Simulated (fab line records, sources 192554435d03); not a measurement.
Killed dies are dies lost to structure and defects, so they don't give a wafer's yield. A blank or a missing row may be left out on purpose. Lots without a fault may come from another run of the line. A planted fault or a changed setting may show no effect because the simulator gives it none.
Chamber matching | flow n5_finfet | N5_BEOL_M11_STRIP_67 on rie_diel-01: 4 sister chambers
The step strips in CF4. 4 wafers are shown with their chamber, then 7 later ones without.

WAFERS WITH THEIR CHAMBER
wafer  | chamber | showerhead_plenum_p_Torr (Torr)
L086.4 | 0       | 1.83
L086.5 | 1       | 1.71
L089.3 | 3       | 1.72
L089.4 | 2       | 1.84

WAFERS WITHOUT THEIR CHAMBER
wafer  | showerhead_plenum_p_Torr (Torr)
L089.5 | 1.84
L091.2 | 1.82
L091.4 | 1.84
L091.5 | 1.84
L096.1 | 1.72
L096.2 | 1.84
L096.5 | 1.70

WHICH CHAMBER EACH WENT THROUGH
wafer  | from the rows above     | in truth
L089.5 | can't be placed: 2 or 0 | 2
L091.2 | can't be placed: 0 or 2 | 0
L091.4 | can't be placed: 2 or 0 | 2
L091.5 | can't be placed: 2 or 0 | 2
L096.1 | can't be placed: 3 or 1 | 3
L096.2 | can't be placed: 2 or 0 | 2
L096.5 | can't be placed: 1 or 3 | 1
Placed correctly: 0 of 7. Can't be placed from these rows: 7 (the true chamber is among the candidates in 7). Placed wrongly: 0.
How it was worked out, from the rows above alone: a wafer's distance from a chamber is the root of the sum, over the readings, of the square of ((its reading less the chamber's mean) divided by the reading's scatter). The wafer belongs to the nearest chamber; if the next one is less than 2 further off, it can't be placed. A chamber's mean is the mean of its shown wafers. The scatter: with one shown wafer a chamber, the root of the mean of the squares of how far each hidden wafer lies from its nearest shown one.
